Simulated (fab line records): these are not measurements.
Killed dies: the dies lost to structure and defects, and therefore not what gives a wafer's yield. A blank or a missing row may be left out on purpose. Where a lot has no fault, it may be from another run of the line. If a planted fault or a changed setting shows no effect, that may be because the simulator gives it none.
Split-lot study    flow n5-finfet    7 lots, 21 wafers read, on a route of 1938 steps

== ABOUT THE SPLIT ==
At N5_BEOL_M1_VIA_ETCH_34 (etches the open film in C4F6/O2, target depth 67.8 nm, time 64.4 s), the setting time-s was moved away from the recipe's 64.4 s on 8 of the 21 wafers read, by -14.8% to +18.1%. For the rest of the wafers, this setting stayed at what the recipe calls for.

Reading taken at the split's own step.

== THE READING ==
SOC_of_BEOL_M1_COAT_67.thk-nm (the simulator's own value, which no gauge read), in nm, at N5_BEOL_M1_VIA_ETCH_34 (etches the open film in C4F6/O2, target depth 67.8 nm, time 64.4 s). The file gives no usual value for it. Here, 13 wafers ran the recipe; their average is 52.2 nm with a standard deviation of 0.45 nm.

wafer   tool, chamber at the split  time-s as run, s  against the recipe  SOC_of_BEOL_M1_COAT_67.thk-nm, nm  against lot-mates on the recipe
L078.3  rie-diel-01, 1              64.4              recipe              52.4                               -
L078.4  rie-diel-01, 2              64.4              recipe              52.2                               -
L078.5  rie-diel-01, 3              64.4              recipe              52.6                               -
L082.2  rie-diel-01, 3              64.4              recipe              52.8                               -
L082.4  rie-diel-01, 0              64.4              recipe              52.6                               -
L082.6  rie-diel-01, 3              64.4              recipe              52.6                               -
L084.1  rie-diel-02, 0              64.4              recipe              52                                 -
L084.2  rie-diel-02, 3              64.4              recipe              52.4                               -
L084.4  rie-diel-02, 2              64.4              recipe              52.4                               -
L086.1  rie-diel-02, 0              57.52             -10.7%              52.6                               +0.4
L086.5  rie-diel-02, 0              64.4              recipe              52.2                               -
L086.6  rie-diel-02, 1              57.52             -10.7%              53                                 +0.8
L089.1  rie-diel-02, 0              76.07             +18.1%              50.2                               -1.8
L089.3  rie-diel-02, 3              64.4              recipe              52                                 -
L089.4  rie-diel-02, 2              76.07             +18.1%              49.6                               -2.4
L090.4  rie-diel-02, 2              64.4              recipe              51                                 -
L090.5  rie-diel-02, 1              54.9              -14.8%              53                                 +2.0
L090.6  rie-diel-02, 2              54.9              -14.8%              52.4                               +1.4
L093.1  rie-diel-02, 2              58.63             -9.0%               51.8                               +0.0
L093.4  rie-diel-02, 0              64.4              recipe              51.8                               -
L093.6  rie-diel-02, 3              58.63             -9.0%               52.8                               +1.0

THE FIT
A straight line over all 21 wafers: SOC_of_BEOL_M1_COAT_67.thk-nm changes by -0.0808 nm for each +1% of time-s; r = -0.78; the points scatter about the line by 0.56 nm.
The same after taking each lot's own level away (the mean of its wafers on the recipe; 21 wafers): -0.102 nm for each +1%; r = -0.94; scatter 0.32 nm.
On that fit, the largest move of time-s shifts the reading by 1.8 nm.
The span of the lots' own levels, 51.00 to 52.67 nm, comes to 3.7 times the standard deviation stated above.
So the lot-to-lot level blurs the effect unless lot-mates are compared.
Check: for one of the wafers moved furthest among these (+18.1%), held out of the fit, the line's prediction against its lot-mates is -2 nm. It came out at -1.8 nm against them.

== OTHER SPLITS APPLIED TO THESE WAFERS ==
These wafers also went through other splits before the reading. Each is held against what the fit with the lots' levels taken away leaves over:
other split on the same wafers          wafers away from the commonest value  r with SOC_of_BEOL_M1_COAT_67.thk-nm (lot level and that fit taken away)
N5_MOL_CONTACT_COAG_EXPOSE_37 dose-mj   9                                     +0.40
N5_MOL_CONTACT_COAG_ALD_133 ald-cycles  6                                     +0.24
N5_BEOL_M0_SAQP_COAT_08 spin-rpm        4                                     +0.25
N5_BEOL_M0_SAQP_ETCH_88 source-w        3                                     +0.10
N5_BEOL_M0_CUTY_EXPOSE_54 dose-mj       9                                     +0.06

== THE WHOLE CHAIN: every reading that the file lists as answering this split, in the file's order ==
step                    what it does                                                        reading                                                                         change (the file's fit)               r (the file's)
N5_BEOL_M1_VIA_ETCH_34  etches the open film in C4F6/O2, target depth 67.8 nm, time 64.4 s  etch.depth-nm (the simulator's own value, which no gauge read)                  +0.89 nm for each +1% of the setting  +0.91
N5_BEOL_M1_VIA_ETCH_34  etches the open film in C4F6/O2, target depth 67.8 nm, time 64.4 s  SOC_of_BEOL_M1_COAT_67.thk-nm (the simulator's own value, which no gauge read)  -0.1 nm for each +1% of the setting   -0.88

== FILE'S OWN FIT ==
SOC_of_BEOL_M1_COAT_67.thk-nm changes by -0.1 nm for each +1% of time-s, r = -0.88.
